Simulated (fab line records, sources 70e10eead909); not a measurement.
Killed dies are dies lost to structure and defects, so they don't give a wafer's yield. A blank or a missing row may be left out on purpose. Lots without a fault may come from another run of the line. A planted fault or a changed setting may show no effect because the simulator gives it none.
Chamber matching | flow nand_harc | NHARC_A_CHANNEL_FILL_D1_ALD_16 on ald_hk-03: 4 sister chambers
The step deposits SiO2, target thk 1.5 nm, pulse time 10 s, ald cycles 15. 4 wafers are shown with their chamber, then 9 later ones without.

WAFERS WITH THEIR CHAMBER
wafer  | chamber | heater_power_w (W)
L087.4 | 2       | 384
L087.5 | 0       | 479
L090.1 | 1       | 423
L090.5 | 3       | 464

WAFERS WITHOUT THEIR CHAMBER
wafer  | heater_power_w (W)
L091.1 | 471
L091.3 | 494
L091.4 | 419
L094.1 | 421
L094.5 | 416
L094.6 | 494
L097.3 | 451
L097.4 | 410
L097.6 | 433

WHICH CHAMBER EACH WENT THROUGH
wafer  | from the rows above          | in truth
L091.1 | can't be placed: 3 or 0      | 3
L091.3 | can't be placed: 0 or 3      | 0
L091.4 | 1                            | 1
L094.1 | 1                            | 1
L094.5 | 1                            | 1
L094.6 | can't be placed: 0 or 3      | 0
L097.3 | can't be placed: 3 or 0 or 1 | 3
L097.4 | can't be placed: 1 or 2      | 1
L097.6 | can't be placed: 1 or 3      | 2
Placed correctly: 3 of 9. Can't be placed from these rows: 6 (the true chamber is among the candidates in 5). Placed wrongly: 0.
How it was worked out, from the rows above alone: a wafer's distance from a chamber is the root of the sum, over the readings, of the square of ((its reading less the chamber's mean) divided by the reading's scatter). The wafer belongs to the nearest chamber; if the next one is less than 2 further off, it can't be placed. A chamber's mean is the mean of its shown wafers. The scatter: with one shown wafer a chamber, the root of the mean of the squares of how far each hidden wafer lies from its nearest shown one.
